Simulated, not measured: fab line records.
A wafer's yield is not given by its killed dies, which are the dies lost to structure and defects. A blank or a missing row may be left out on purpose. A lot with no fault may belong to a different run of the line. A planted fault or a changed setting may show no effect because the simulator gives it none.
Chamber matching    flow nand harc    NHARC_P_STI_DESCUM_14 on rie diel-11 has 4 sister chambers
The step chemistry O2, time 3 s. 4 wafers are shown with their chamber, then 7 later ones without.

== WAFERS, EACH WITH ITS CHAMBER ==
wafer   chamber  drypump motor current A (A)
L084.4  1        5.7
L086.2  3        5.3
L088.3  2        6.5
L088.4  0        5.7

== WAFERS WITHOUT THEIR CHAMBER ==
wafer   drypump motor current A (A)
L088.6  5.2
L094.2  5.7
L094.5  5.7
L094.6  6.5
L096.1  5.7
L096.5  5.7
L096.6  6.6

== WHICH CHAMBER EACH ONE RAN IN ==
wafer   from the rows above      in truth
L088.6  3                        3
L094.2  can't be placed: 0 or 1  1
L094.5  can't be placed: 0 or 1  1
L094.6  2                        2
L096.1  can't be placed: 0 or 1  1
L096.5  can't be placed: 0 or 1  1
L096.6  2                        2
Correctly placed: 3 of 7. These rows do not allow placing 4 (true chamber among the candidates in 4). Wrongly placed: 0.
How it was worked out, from the rows above alone: a wafer's distance from a chamber is the root of the sum, over the readings, of the square of ((its reading less the chamber's mean) divided by the reading's scatter). If the next closest chamber is less than 2 further off than the closest, the wafer can't be placed; otherwise it belongs to the closest. A chamber's mean is the mean of its shown wafers. The scatter: root of mean squared gap, hidden wafer to nearest shown wafer, with one shown wafer a chamber.
